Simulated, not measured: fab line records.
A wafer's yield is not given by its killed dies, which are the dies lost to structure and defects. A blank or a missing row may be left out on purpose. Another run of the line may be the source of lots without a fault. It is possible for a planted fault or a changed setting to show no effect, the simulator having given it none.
Matching of chambers + flow n5_finfet + rie_diel-02 running N5_BEOL_M7_STRIP_67: 4 sister chambers
The step strips in CF4. 8 wafers are shown with their chamber, then 7 later ones without.

## WAFERS PAIRED WITH THEIR CHAMBERS
| wafer  | chamber | throttle_valve_pct (%) | drypump_motor_current_A (A) |
|--------|---------|------------------------|-----------------------------|
| L075.2 | 3       | 13.69                  | 5.8                         |
| L077.5 | 3       | 13.69                  | 5.8                         |
| L078.2 | 0       | 13.09                  | 5.9                         |
| L079.1 | 1       | 13.26                  | 5.4                         |
| L079.2 | 0       | 13.07                  | 5.9                         |
| L079.3 | 2       | 13.74                  | 5.1                         |
| L088.1 | 2       | 13.76                  | 5.2                         |
| L088.3 | 1       | 13.28                  | 5.4                         |

## WAFERS MISSING THEIR CHAMBER
| wafer  | throttle_valve_pct (%) | drypump_motor_current_A (A) |
|--------|------------------------|-----------------------------|
| L088.4 | 13.72                  | 5.8                         |
| L091.1 | 13.78                  | 5.2                         |
| L091.5 | 13.34                  | 5.4                         |
| L091.6 | 13.79                  | 5.2                         |
| L093.1 | 13.73                  | 5.8                         |
| L093.2 | 13.80                  | 5.2                         |
| L093.4 | 13.12                  | 5.9                         |

## WHICH CHAMBER EACH ONE RAN IN
| wafer  | from the rows above | in truth |
|--------|---------------------|----------|
| L088.4 | 3                   | 3        |
| L091.1 | 2                   | 2        |
| L091.5 | 1                   | 1        |
| L091.6 | 2                   | 2        |
| L093.1 | 3                   | 3        |
| L093.2 | 2                   | 2        |
| L093.4 | 0                   | 0        |
Placed correctly: 7 of 7. Left unplaced by these rows: 0. Number placed wrongly: 0.
How it was worked out, from the rows above alone: a wafer's distance from a chamber is the root of the sum, over the readings, of the square of ((its reading less the chamber's mean) divided by the reading's scatter). The wafer belongs to the nearest chamber; if the next one is less than 2 further off, it can't be placed. Each chamber's mean is taken over the wafers shown for it. The scatter: the root of (the sum of the squares of (reading less its chamber's mean) over the shown wafers, divided by (wafers less chambers)).
